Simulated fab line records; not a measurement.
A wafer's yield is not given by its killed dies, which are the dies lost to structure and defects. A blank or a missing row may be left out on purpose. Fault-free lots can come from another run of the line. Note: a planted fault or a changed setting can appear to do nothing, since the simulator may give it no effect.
fab line records :: flow n5Finfet
record
  lots=4
  wafers=12
  lastDay=19
route steps=1938 shown BEOL_M10@1524 BEOL_M11@1536 PASSIVATION@1936
lots that met no fault: from a run of the same line without faults
startH: the number of hours between the record's first day and the start of the first shown wafer of the lot :: waitH: time in hours since the lot's previous step :: " the same as in the row above :: L1.1+2: a row that stands for several wafers :: - no value present, or no start provided :: * or withheld: withheld :: < > ~ a bound
route shown NAME@n: names a module that has steps shown in the file, with the first one's number in the route :: usual: the fault-free wafers' mean and standard deviation :: same: alike in all rows :: chamber/n: place in a boat :: sites: the reading at each site :: _std_site: standard deviation of those values :: _edge_site: outer sites' mean less inner sites' :: radiusMm: how far each site lies from the wafer's centre :: mask NAME#n: copy n :: behind: the tool/chamber that last shaped the wafer :: hold: why the lot went on hold/how many hours it stayed there/how the hold came to an end :: device: the transistor (n, p or np) that didn't switch :: end of line: the route-end tests of the same wafers :: a step without rows: its recipe alone :: killed: count of dies lost to structure and defects at first sort (not the wafer's yield) :: map: dies across one wafer; x = killed, . = not, _ = none there
set.NAME: the setting the step ran with; set.NAME@STEP: the setting that earlier step ran with :: model.NAME: the simulator's own value behind a step, which no gauge read
certain route steps with their lots: each step a table, each wafer a row
services: when a tool's chamber went out of use (startH, in hours from the record's first day, below 0 if earlier), for how many hours, and the reason
## steps
# step N5_BEOL_M10_ALD_74
# recipe
  material=TaN
  targetThkA=20
  tempC=275
  aldPrecursorFamily=PDMAT
  aldCoReactant=NH3
  pressureTorr=3
  carrierFlowSccm=1500
  pulseTimeS=2
  purgeTimeS=3
  coReactantPurgeTimeS=2
  coReactantPulseTimeS=3
  aldCycles=40
  precursorVesselTempC=75
  precursorVesselPressureTorr=26.25
  precursorVesselCarrierSccm=1000
# step N5_BEOL_M10_SURFACE_TREAT_76
# recipe
  gas=Ar
  timeS=*
  ionEnergyEv=*
  ionCurrentMaCm2=0.5
  pressureMtorr=*
  arFlowSccm=30
# step N5_BEOL_M10_CVD_75
# recipe
  material=Co
  targetThkA=20
  tempC=withheld
  precursor=CCTBA/H2
  pressureTorr=30
  timeS=138.9
# step N5_BEOL_M10_SPUTTER_48
# recipe
  material=Cu
  targetThkA=120
  tempC=-20
  biasV=60
  powerW=26000
  chamberPressurePa=0.13
  timeS=2
# step N5_BEOL_M10_ECD_50
# recipe
  material=Cu
  targetThkA=3180
# step N5_BEOL_M10_ANNEAL_51
# recipe
  tempC=225
  timeS=90
  ambient=N2
# step N5_BEOL_M10_CMP_52
# recipe
  stopOn=SiCOH_lowk
  tOverpolishS=7
  downForcePsi=1
  platenRpm=50
  clearingPlatenDownForcePsi=1.5
  clearingPlatenRpm=50
  postCmpClean=cuAlkaline
  targetThkNm=140
  clearingPlatenPadVelocityMS=0.99484
  padVelocityMS=0.99484
# step N5_BEOL_M10_PRE_CLEAN_55
# recipe
  gas=NH3
  timeS=15
  tempC=withheld
  rfPowerW=300
# step N5_BEOL_M10_DEP_56
# recipe
  material=SiCN
  targetThkA=150
  tempC=withheld
  precursor=3MS/NH3
  pressureTorr=3
  rfW=202
  timeS=26.5
# step N5_BEOL_M11_ILD_DEP_00
# recipe
  material=SiCOH_lowk
  targetThkA=3085.1
  tempC=300
  precursor=DEMS/porogen
  pressureTorr=5
  rfW=500
  timeS=58
# usual
  heaterPowerW=295/54
  runLengthS=100.9/0.47
  showerheadPlenumPTorr=5.737/0.022
  throttleValvePct=13.7/0.55
lot.wafer: L952.2
tool: pecvd-03
chamber: 1
startH: 298.52
waitH: 0.0
heaterPowerW: 367
runLengthS: 100.2
showerheadPlenumPTorr: 5.732
sinceWetCleanH: 1727
throttleValvePct: 13.8
model.SiCOH_lowk_of_BEOL_M11_ILD_DEP_00.thkNm: 307.6

lot.wafer: L952.4
tool: pecvd-03
chamber: 0
startH: 298.52
waitH: 0.0
heaterPowerW: 291
runLengthS: 100.9
showerheadPlenumPTorr: 5.709
sinceWetCleanH: -
throttleValvePct: 13.4
model.SiCOH_lowk_of_BEOL_M11_ILD_DEP_00.thkNm: 313.6

lot.wafer: L952.5
tool: pecvd-03
chamber: 2
startH: 298.52
waitH: 0.0
heaterPowerW: 338
runLengthS: 101.2
showerheadPlenumPTorr: 5.708
sinceWetCleanH: -
throttleValvePct: 13.4
model.SiCOH_lowk_of_BEOL_M11_ILD_DEP_00.thkNm: 308.2

lot.wafer: L954.2
tool: pecvd-03
chamber: 0
startH: 317.36
waitH: 0.0
heaterPowerW: 283
runLengthS: 79.8
showerheadPlenumPTorr: 5.725
sinceWetCleanH: 1021
throttleValvePct: 13.5
model.SiCOH_lowk_of_BEOL_M11_ILD_DEP_00.thkNm: 196.8

lot.wafer: L954.3
tool: pecvd-03
chamber: 1
startH: 317.36
waitH: 0.0
heaterPowerW: 414
runLengthS: 78.8
showerheadPlenumPTorr: 5.743
sinceWetCleanH: 1746
throttleValvePct: 13.9
model.SiCOH_lowk_of_BEOL_M11_ILD_DEP_00.thkNm: 192

lot.wafer: L954.6
tool: pecvd-03
chamber: 0
startH: 317.36
waitH: 0.0
heaterPowerW: 286
runLengthS: 79.7
showerheadPlenumPTorr: 5.723
sinceWetCleanH: -
throttleValvePct: 13.4
model.SiCOH_lowk_of_BEOL_M11_ILD_DEP_00.thkNm: 197.8

lot.wafer: L955.2
tool: pecvd-03
chamber: 2
startH: 318.74
waitH: 0.0
heaterPowerW: 362
runLengthS: 79.8
showerheadPlenumPTorr: 5.712
sinceWetCleanH: 263
throttleValvePct: 13.6
model.SiCOH_lowk_of_BEOL_M11_ILD_DEP_00.thkNm: 193

lot.wafer: L955.3
tool: pecvd-03
chamber: 0
startH: 318.74
waitH: 0.0
heaterPowerW: 287
runLengthS: 79.5
showerheadPlenumPTorr: 5.729
sinceWetCleanH: 1023
throttleValvePct: 13.3
model.SiCOH_lowk_of_BEOL_M11_ILD_DEP_00.thkNm: 197.2

lot.wafer: L955.4
tool: pecvd-03
chamber: 0
startH: 318.74
waitH: 0.0
heaterPowerW: 292
runLengthS: 79.7
showerheadPlenumPTorr: 5.740
sinceWetCleanH: -
throttleValvePct: 13.7
model.SiCOH_lowk_of_BEOL_M11_ILD_DEP_00.thkNm: 201

lot.wafer: L968.2
tool: pecvd-01
chamber: 0
startH: 421.40
waitH: 0.0
heaterPowerW: 326
runLengthS: 100.8
showerheadPlenumPTorr: 5.765
sinceWetCleanH: 1307
throttleValvePct: 12.6
model.SiCOH_lowk_of_BEOL_M11_ILD_DEP_00.thkNm: 302.4

lot.wafer: L968.4
tool: pecvd-01
chamber: 1
startH: 421.40
waitH: 0.0
heaterPowerW: 261
runLengthS: 101.1
showerheadPlenumPTorr: 5.719
sinceWetCleanH: -
throttleValvePct: 14.0
model.SiCOH_lowk_of_BEOL_M11_ILD_DEP_00.thkNm: 313.2

lot.wafer: L968.6
tool: pecvd-01
chamber: 2
startH: 421.40
waitH: 0.0
heaterPowerW: 249
runLengthS: 101.7
showerheadPlenumPTorr: 5.721
sinceWetCleanH: -
throttleValvePct: 13.8
model.SiCOH_lowk_of_BEOL_M11_ILD_DEP_00.thkNm: 309.4
# step N5_BEOL_M11_CURE_71
# recipe
  tempC=385
  timeS=240
  ambient=He/Ar
  material=SiCOH_lowk
# step N5_BEOL_M11_THK_MEAS_01
# recipe
  reads=SiCOH_lowk_of_BEOL_M11_ILD_DEP_00
# usual
  M11_ILD_THK=268/3.4
lot.wafer: L952.2
tool: filmMetro-02
chamber: -
startH: 299.12
waitH: 0.4
M11_ILD_THK[nm]: 267

lot.wafer: L952.4
tool: filmMetro-02
chamber: -
startH: 299.12
waitH: 0.4
M11_ILD_THK[nm]: 273

lot.wafer: L952.5
tool: filmMetro-02
chamber: -
startH: 299.12
waitH: 0.4
M11_ILD_THK[nm]: 268

lot.wafer: L954.2
tool: filmMetro-01
chamber: -
startH: 317.95
waitH: 0.4
M11_ILD_THK[nm]: 170

lot.wafer: L954.3
tool: filmMetro-01
chamber: -
startH: 317.95
waitH: 0.4
M11_ILD_THK[nm]: 165

lot.wafer: L954.6
tool: filmMetro-01
chamber: -
startH: 317.95
waitH: 0.4
M11_ILD_THK[nm]: 171

lot.wafer: L955.2
tool: filmMetro-01
chamber: -
startH: 319.33
waitH: 0.4
M11_ILD_THK[nm]: 167

lot.wafer: L955.3
tool: filmMetro-01
chamber: -
startH: 319.33
waitH: 0.4
M11_ILD_THK[nm]: 170

lot.wafer: L955.4
tool: filmMetro-01
chamber: -
startH: 319.33
waitH: 0.4
M11_ILD_THK[nm]: 174

lot.wafer: L968.2
tool: filmMetro-01
chamber: -
startH: 421.99
waitH: 0.4
M11_ILD_THK[nm]: 263

lot.wafer: L968.4
tool: filmMetro-01
chamber: -
startH: 421.99
waitH: 0.4
M11_ILD_THK[nm]: 272

lot.wafer: L968.6
tool: filmMetro-01
chamber: -
startH: 421.99
waitH: 0.4
M11_ILD_THK[nm]: 269
# step N5_BEOL_M11_PECVD_70
# recipe
  material=SiO2
  targetThkA=200
  tempC=400
  precursor=TEOS/O2
  pressureTorr=5.5
  rfW=450
  teosFlowSccm=53.8
  gas=O2
  flowSccm=3000
  timeS=22.7
# step N5_BEOL_M11_HM_DEP_02
# recipe
  material=TiN
  targetThkA=200
  tempC=25
  chamberPressurePa=0.49996
# step N5_BEOL_M11_COAT_59
# recipe
  resist=SOC
  tempC=250
  timeS=60
  spinRpm=1500
  resistThkNm=100
# step N5_BEOL_M11_COAT_60
# recipe
  resist=SiARC
  tempC=220
  timeS=60
  spinRpm=1500
  resistThkNm=30
# step N5_BEOL_M11_COAT_05
# recipe
  resist=CAR-ArF
  spinRpm=1500
  resistThkNm=90
# step N5_BEOL_M11_EBR_07
# recipe
  solvent=PGMEA
  ebrWidthMm=1.5
# step N5_BEOL_M11_SOFTBAKE_06
# recipe
  tempC=110
  timeS=60
  resist=CAR-ArF
# step N5_BEOL_M11_EXPOSE_08
# recipe
  maskId=M11
  na=1.35
  sourceShape=dipole
  sigmaInner=0.411
  sigmaOuter=0.611
  polarization=te
  doseMj=53.75
# step N5_BEOL_M11_PEB_09
# recipe
  pebTempC=withheld
  pebTimeS=60
  resist=CAR-ArF
# step N5_BEOL_M11_DEVELOP_10
# recipe
  developTimeS=30
  developer=TMAH
  resist=CAR-ArF
  rinseLiquid=diw
  dry=airSpin
  devTempC=23
# step N5_BEOL_M11_DESCUM_16
# recipe
  chemistry=O2
  timeS=7.9
  sourcePowerW=50
  biasPowerW=20
  pressureMtorr=20
  rfFrequencyHz=2.712e+07
  tempC=40
  resist=CAR-ArF
  o2FlowSccm=225
# step N5_BEOL_M11_ETCH_61
# recipe
  chemistry=CF4
  target=SiARC
  targetDepthA=390
  maskMaterial=CAR-ArF
  timeS=65
  ionEnergyEv=80
  pressureMtorr=40
  sourceW=545
  biasW=36
  Ar_flow_sccm=100
  cf4FlowSccm=100
  ends=cleared
# step N5_BEOL_M11_ETCH_62
# recipe
  chemistry=N2/H2
  target=SOC
  targetDepthA=1100
  overetchA=220
  maskMaterial=SiARC
  tempC=40
  timeS=165
  ionEnergyEv=200
  pressureMtorr=30
  sourceW=840
  biasW=150
  n2FlowSccm=200
  h2FlowSccm=200
# step N5_BEOL_M11_STRIP_68
# recipe
  chemistry=N2/H2
  tempC=40
  n2FlowSccm=200
  h2FlowSccm=200
  rfFrequencyHz=6e+07
# step N5_BEOL_M11_STRIP_67
# recipe
  chemistry=CF4
  resist=SiARC
  powerW=300
  biasPowerW=75
  pressureMtorr=50
  cf4FlowSccm=150
  rfFrequencyHz=6e+07
# step N5_BEOL_M11_HM_OPEN_17
# recipe
  chemistry=Cl2/BCl3
  targetDepthA=200
  overetchA=60
  target=TiN
  maskMaterial=SOC
  ionEnergyEv=150
  pressureMtorr=10
  icpW=1000
  biasW=126
  Cl2_flow_sccm=53.25
  bcl3FlowSccm=21.75
  Ar_flow_sccm=25
# step N5_BEOL_M11_STRIP_19
# recipe
  chemistry=O2
  powerW=400
  tempC=40
  pressureMtorr=30
  rfFrequencyHz=6e+07
  biasPowerW=0
  overashFraction=0.2
  o2FlowSccm=225
# step N5_BEOL_M11_COAT_63
# recipe
  resist=SOC
  tempC=250
  timeS=60
  spinRpm=1500
  resistThkNm=100
# step N5_BEOL_M11_COAT_64
# recipe
  resist=SiARC
  tempC=220
  timeS=60
  spinRpm=1500
  resistThkNm=30
# step N5_BEOL_M11_COAT_22
# recipe
  resist=CAR-ArF
  spinRpm=1500
  resistThkNm=90
# step N5_BEOL_M11_EBR_24
# recipe
  solvent=PGMEA
  ebrWidthMm=1.5
# step N5_BEOL_M11_SOFTBAKE_23
# recipe
  tempC=110
  timeS=60
  resist=CAR-ArF
# step N5_BEOL_M11_EXPOSE_25
# recipe
  maskId=V10
  na=1.35
  sourceShape=annular
  sigmaInner=0.5
  sigmaOuter=0.8
  polarization=unpolarized
  doseMj=85.5
# step N5_BEOL_M11_CMP_52
# recipe
  stopOn=SiCOH_lowk
  tOverpolishS=7
  downForcePsi=1
  platenRpm=50
  clearingPlatenDownForcePsi=1.5
  clearingPlatenRpm=50
  postCmpClean=cuAlkaline
  targetThkNm=140
  clearingPlatenPadVelocityMS=0.99484
  padVelocityMS=0.99484
# usual
  motorCurrentA=5.8/0.37
lot.wafer: L952.4
tool: cmp-02
chamber: 1
startH: 306.68
waitH: 0.2
motorCurrentA: 5.9
model.SiCOH_lowk_of_BEOL_M11_ILD_DEP_00.thkNm: 269.4

lot.wafer: L952.2
tool: cmp-02
chamber: 2
startH: 306.68
waitH: 0.2
motorCurrentA: 6.1
model.SiCOH_lowk_of_BEOL_M11_ILD_DEP_00.thkNm: 264.2

lot.wafer: L952.5
tool: cmp-02
chamber: 0
startH: 306.68
waitH: 0.2
motorCurrentA: 6.0
model.SiCOH_lowk_of_BEOL_M11_ILD_DEP_00.thkNm: 264.8

lot.wafer: L954.3
tool: cmp-04
chamber: 0
startH: 322.95
waitH: 0.2
motorCurrentA: 5.9
model.SiCOH_lowk_of_BEOL_M11_ILD_DEP_00.thkNm: 162.6

lot.wafer: L954.2
tool: cmp-04
chamber: 3
startH: 322.95
waitH: 0.2
motorCurrentA: 6.2
model.SiCOH_lowk_of_BEOL_M11_ILD_DEP_00.thkNm: 166.8

lot.wafer: L954.6
tool: cmp-04
chamber: 1
startH: 322.95
waitH: 0.2
motorCurrentA: 5.5
model.SiCOH_lowk_of_BEOL_M11_ILD_DEP_00.thkNm: 167.6

lot.wafer: L955.2
tool: cmp-01
chamber: 3
startH: 324.96
waitH: 0.3
motorCurrentA: 5.7
model.SiCOH_lowk_of_BEOL_M11_ILD_DEP_00.thkNm: 163.6

lot.wafer: L955.4
tool: cmp-01
chamber: 0
startH: 324.96
waitH: 0.3
motorCurrentA: 6.2
model.SiCOH_lowk_of_BEOL_M11_ILD_DEP_00.thkNm: 170.6

lot.wafer: L955.3
tool: cmp-01
chamber: 1
startH: 324.96
waitH: 0.3
motorCurrentA: 5.7
model.SiCOH_lowk_of_BEOL_M11_ILD_DEP_00.thkNm: 167.2

lot.wafer: L968.2
tool: cmp-02
chamber: 0
startH: 427.95
waitH: 0.2
motorCurrentA: 5.8
model.SiCOH_lowk_of_BEOL_M11_ILD_DEP_00.thkNm: 259.6

lot.wafer: L968.4
tool: cmp-02
chamber: 2
startH: 427.95
waitH: 0.2
motorCurrentA: 5.8
model.SiCOH_lowk_of_BEOL_M11_ILD_DEP_00.thkNm: 269.2

lot.wafer: L968.6
tool: cmp-02
chamber: 3
startH: 427.95
waitH: 0.2
motorCurrentA: 5.7
model.SiCOH_lowk_of_BEOL_M11_ILD_DEP_00.thkNm: 265.8
# step N5_PASSIVATION_PROBE_49
# usual
  defectLimitedYield=91.0/1.5
  killed_at_M0_to_M3=35/11
  killed_at_M4_up=13/5
  killedAtContacts=12/5.9
  killedAtFrontEnd=42/13
  killedAtOther=3/3.2
  killedDies=106/18
  killedOnRim=14/4.2
  killedOpen=69/13
  killedShort=35/8.9
  sort_bin_5_function=5.2/0.95
  sort_bin_6_memory=3.3/0.71
  sortNPass=1074/18
  sortYieldPct=91.0/1.5
# same
  grossDies=1180
  killedAtBackSide=0
  sort_bin_4_leakage[%]=0
  sort_bin_8_speed[%]=0
lot.wafer: L954.2
tool: prober-02
chamber: -
startH: 363.32
waitH: 0.1
defectLimitedYield[%]: 89.5
killed_at_M0_to_M3: 54
killed_at_M4_up: 23
killedAtContacts: 7
killedAtFrontEnd: 35
killedAtOther: 5
killedDies: 124
killedOnRim: 19
killedOpen: 67
killedShort: 36
sort_bin_5_function[%]: 4.7
sort_bin_6_memory[%]: 3.7
sortNPass: 1056
sortYieldPct[%]: 89.5

lot.wafer: L954.3
tool: prober-02
chamber: -
startH: 363.37
waitH: 0.1
defectLimitedYield[%]: 87.5
killed_at_M0_to_M3: 65
killed_at_M4_up: 43
killedAtContacts: 5
killedAtFrontEnd: 30
killedAtOther: 4
killedDies: 147
killedOnRim: 27
killedOpen: 72
killedShort: 48
sort_bin_5_function[%]: 6.0
sort_bin_6_memory[%]: 3.5
sortNPass: 1033
sortYieldPct[%]: 87.5

lot.wafer: L954.6
tool: prober-02
chamber: -
startH: 363.52
waitH: 0.3
defectLimitedYield[%]: 91.9
killed_at_M0_to_M3: 42
killed_at_M4_up: 23
killedAtContacts: 7
killedAtFrontEnd: 18
killedAtOther: 6
killedDies: 96
killedOnRim: 16
killedOpen: 54
killedShort: 42
sort_bin_5_function[%]: 5.3
sort_bin_6_memory[%]: 2.1
sortNPass: 1084
sortYieldPct[%]: 91.9

lot.wafer: L955.2
tool: prober-01
chamber: -
startH: 366.89
waitH: 0.1
defectLimitedYield[%]: 57.5
killed_at_M0_to_M3: 37
killed_at_M4_up: 420
killedAtContacts: 3
killedAtFrontEnd: 37
killedAtOther: 5
killedDies: 502
killedOnRim: 141
killedOpen: 61
killedShort: 27
sort_bin_5_function[%]: 4.1
sort_bin_6_memory[%]: 3.1
sortNPass: 678
sortYieldPct[%]: 57.5

lot.wafer: L955.3
tool: prober-01
chamber: -
startH: 366.94
waitH: 0.1
defectLimitedYield[%]: 90.1
killed_at_M0_to_M3: 44
killed_at_M4_up: 23
killedAtContacts: 9
killedAtFrontEnd: 35
killedAtOther: 6
killedDies: 117
killedOnRim: 13
killedOpen: 82
killedShort: 34
sort_bin_5_function[%]: 6.0
sort_bin_6_memory[%]: 3.6
sortNPass: 1063
sortYieldPct[%]: 90.1

lot.wafer: L955.4
tool: prober-01
chamber: -
startH: 366.99
waitH: 0.2
defectLimitedYield[%]: 93.4
killed_at_M0_to_M3: 32
killed_at_M4_up: 9
killedAtContacts: 3
killedAtFrontEnd: 29
killedAtOther: 5
killedDies: 78
killedOnRim: 8
killedOpen: 48
killedShort: 27
sort_bin_5_function[%]: 4.0
sort_bin_6_memory[%]: 2.3
sortNPass: 1102
sortYieldPct[%]: 93.4
# killed by level:class
L954.2 BEOL_M11:areaDep=15 BEOL_M0_SAQP:geometricParticle:open=13 BEOL_M0_SAQP:geometricParticle:short=11 BEOL_M2:geometricParticle:short=9 DUMMY_GATE:geometricParticle:open=8 BEOL_M2:geometricParticle:open=6 BEOL_M3:geometricParticle:open=6 HKMG_FIN:areaEtch=6
L954.3 BEOL_M11:areaDep=26 BEOL_M0_SAQP:geometricParticle:short=16 BEOL_M3:geometricParticle:open=13 BEOL_M0_SAQP:geometricParticle:open=11 BEOL_M1:geometricParticle:open=10 GATE_CUT:geometricParticle:short=7 MOL_CONTACT_COAG:geometricParticle:open=5 ILD0:geometricParticle:open=5
L954.6 BEOL_M0_SAQP:geometricParticle:short=12 BEOL_M2:geometricParticle:short=11 BEOL_M5:geometricParticle:open=9 MOL_CONTACT_COAG:geometricParticle:open=5 BEOL_M3:geometricParticle:open=5 FIN_SAQP:geometricParticle:open=4 BEOL_M0_SAQP:geometricParticle:open=4 BEOL_M6:geometricParticle:open=4
L955.2 BEOL_M11:areaDep=414 BEOL_M0_SAQP:geometricParticle:open=11 BEOL_M2:geometricParticle:open=8 DUMMY_GATE:geometricParticle:open=7 DUMMY_GATE:geometricParticle:short=7 BEOL_M1:geometricParticle:open=5 FIN_SAQP:geometricParticle:open=4 STI_FIN_REVEAL:geometricParticle:open=4
L955.3 BEOL_M4:geometricParticle:open=16 DUMMY_GATE:geometricParticle:open=11 BEOL_M0_SAQP:geometricParticle:open=11 MOL_CONTACT_COAG:geometricParticle:open=8 BEOL_M0_SAQP:geometricParticle:short=8 BEOL_M3:geometricParticle:open=8 BEOL_M2:geometricParticle:open=6 STI_FIN_REVEAL:geometricParticle:open=4
L955.4 BEOL_M2:geometricParticle:open=9 STI_FIN_REVEAL:geometricParticle:open=8 GATE_CUT:geometricParticle:short=6 BEOL_M1:geometricParticle:open=6 BEOL_M3:geometricParticle:open=6 FIN_SAQP:geometricParticle:short=4 BEOL_M2:geometricParticle:short=3 MOL_CONTACT_COAG:geometricParticle:open=3
# map L954.3 (x killed, . not)
_________________x....x...x.x________________
______________x..x...xxxx.x.x..._____________
___________.x......x.....xx.....x..__________
__________.........................x_________
________..x...x.................xx...x_______
_______.....x....x...x....x.x.x...x..x.______
______.......x.......x...x.......x..xx.._____
_____.......x....x....x.............x....____
____...x.x..x..x...x....................xx___
___.x.x...x.................x.........x..x.__
___...........x.....x....................x.__
__...x.x.................x.............x..x._
__.........x.....x......xx................x._
_.x.........................x........x.....x.
_.........x..............xx........x.....xxx.
_.x..........................x....x......x.x.
_.....x.................x.x..............x..x
_.x......xx.............x.....x..............
_x................................x...xx.....
_.......x........x...x.................x.....
_...x....x...x.................x.............
__...................x....x................._
__...........xx..................x.....xx..._
___.............x..x..........x........x.x.__
___....x.x...................x....x..x..x..__
____...x...........................x......___
_____...x...x..........x........x........____
______.....................x......x..x.x_____
_______.........................x......______
________.........x........x..........x_______
__________.....x...x................_________
___________..x.....x.x...........x.__________
______________......x.x.x....x.._____________
_________________............________________
# map L955.2 (x killed, . not)
_________________xxxx.xxxxxxx________________
______________..xxxxxxxx.xxxxxxx_____________
___________xxxxxxx..xxxx..xxxx.xxxx__________
__________xxx.x.xxxx.....x.x..xxxxxx_________
________x.x.xx..x..xx....x.x..xxx.xxxx_______
_______xxxxxx.xx...x........x.....xxxxx______
______xx..xxx.x.x.........x.xx....xxxxxx_____
_____xx.x.xx..xx....x.....xxx.x...xx.x.xx____
____xx.x..x..x.x......x.....x...x....x..xx___
___xx.xxx........x.....x..x.............xxx__
___x....x..x..x......x.x.......xx...x......__
__xx..xx...................x.....xx.xx..xxxx_
__xxxx......x.................x...x..xx.xxxx_
_xxxx....x...........x...x...x....x.xxxxx.x.x
_xxxx.x.x.x...x..........................x.xx
_xxxxx..x............x.....x......x.x...xxxxx
_xxx......xx........x....................xx.x
_xxx.x.x.x..x..x..x....xx........x....xxx..xx
_x.x..x.x..xx.........x..xx.......x...xxx..xx
_xxxxxx...x................x....x.x...xx.x.xx
_.xxxx......x....x.x..................x.xx.xx
__xxx.x.xx.........x.x....x.......xx..x.xxxx_
__xxxx.xx..x..x.x................xx.x...xxxx_
___xxxxx.........x..........x..x..xx...xxxx__
___xxxxxx..x..x......xx.......xx..x..xxxxxx__
____xx..xxxx.x.........x.x..x.....x...xxxx___
_____xxxx.x..xx......x.x.x..x.x..x..xxxxx____
______xxxxx.xx.x.x...x..xx.........xxxxx_____
_______xx.x.x.x..x....x..xx...x.x.x.xxx______
________xxxxx.x.xxx...x.x.x.xx.x.xxxxx_______
__________.xxx.xx.x...x.xx..x.xxx.xx_________
___________xxxxxxxx.xxxxx.x...xxxxx__________
______________xxxxxxxxxx.x.xxxx._____________
_________________xxx..xxxxxxx________________
## services
tool: pecvd-03
chamber: 1
startH: 278.44
hours: 12.3
kind: repair

tool: pecvd-03
chamber: 0
startH: 300.65
hours: 12.7
kind: repair

tool: pecvd-01
chamber: 0
startH: 310.77
hours: 1.8
kind: repair

tool: pecvd-01
chamber: -
startH: 326.53
hours: 0.5
kind: repair

tool: pecvd-01
chamber: -
startH: 330.65
hours: 0.3
kind: repair

tool: cmp-04
chamber: -
startH: 330.66
hours: 0.8
kind: repair

tool: pecvd-01
chamber: -
startH: 332.47
hours: 1.4
kind: repair

tool: cmp-01
chamber: -
startH: 334.09
hours: 4.0
kind: pm

tool: cmp-01
chamber: -
startH: 338.09
hours: -
kind: consumableReplace:conditioner

tool: cmp-01
chamber: -
startH: 338.09
hours: -
kind: consumableReplace:pad

tool: pecvd-03
chamber: 0
startH: 338.57
hours: 5.5
kind: scheduledDown

tool: cmp-04
chamber: -
startH: 358.70
hours: 1.1
kind: repair

tool: cmp-02
chamber: -
startH: 371.86
hours: 1.0
kind: repair

tool: pecvd-03
chamber: 0
startH: 383.19
hours: 5.0
kind: scheduledDown

tool: pecvd-01
chamber: 2
startH: 383.35
hours: 2.1
kind: scheduledDown

tool: pecvd-01
chamber: 2
startH: 386.49
hours: 5.5
kind: scheduledDown

tool: pecvd-03
chamber: 1
startH: 392.58
hours: 5.5
kind: scheduledDown

tool: cmp-01
chamber: -
startH: 412.50
hours: 1.8
kind: repair

tool: cmp-04
chamber: -
startH: 418.41
hours: 1.2
kind: repair

tool: cmp-02
chamber: -
startH: 421.64
hours: 0.5
kind: repair

tool: cmp-01
chamber: -
startH: 423.86
hours: 6.1
kind: pm
## key
firstSign
  step=N5_BEOL_M11_ILD_DEP_00
  reading=runLengthS
  direction=down
  sigmas=46
  usual=*
  struck=*
effect
  step=N5_BEOL_M11_THK_MEAS_01
  reading=M11_ILD_THK
  direction=down
  sigmas=29
  usual=268
  struck=169
effect
  step=N5_PASSIVATION_PROBE_49
  reading=killed_at_M4_up
  direction=up
  sigmas=15
  usual=13
  struck=90
  wafersMoved=3
modelEffect
  step=N5_BEOL_M11_ILD_DEP_00
  value=SiCOH_lowk_of_BEOL_M11_ILD_DEP_00.thkNm
  without=307.3
  struck=196.3
modelEffect
  step=N5_BEOL_M11_CMP_52
  value=SiCOH_lowk_of_BEOL_M11_ILD_DEP_00.thkNm
  without=264
  struck=166.4
moreKillsBornAt
  N5_BEOL_M11_ILD_DEP_00@pecvd-03=456
metAt N5_BEOL_M11_ILD_DEP_00
struckWafers L954.2,L954.3,L954.6,L955.2,L955.3,L955.4
onsetBetween 298.52 317.36
fault
  kind=processParameterDrift
  tool=pecvd-03
  chamber=-
  onsetH=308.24
  steps=N5_BEOL_M11_ILD_DEP_00
  channel=timeS
  offset=*
  shape=step
  endH=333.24
  actsIn=*
  stated=*
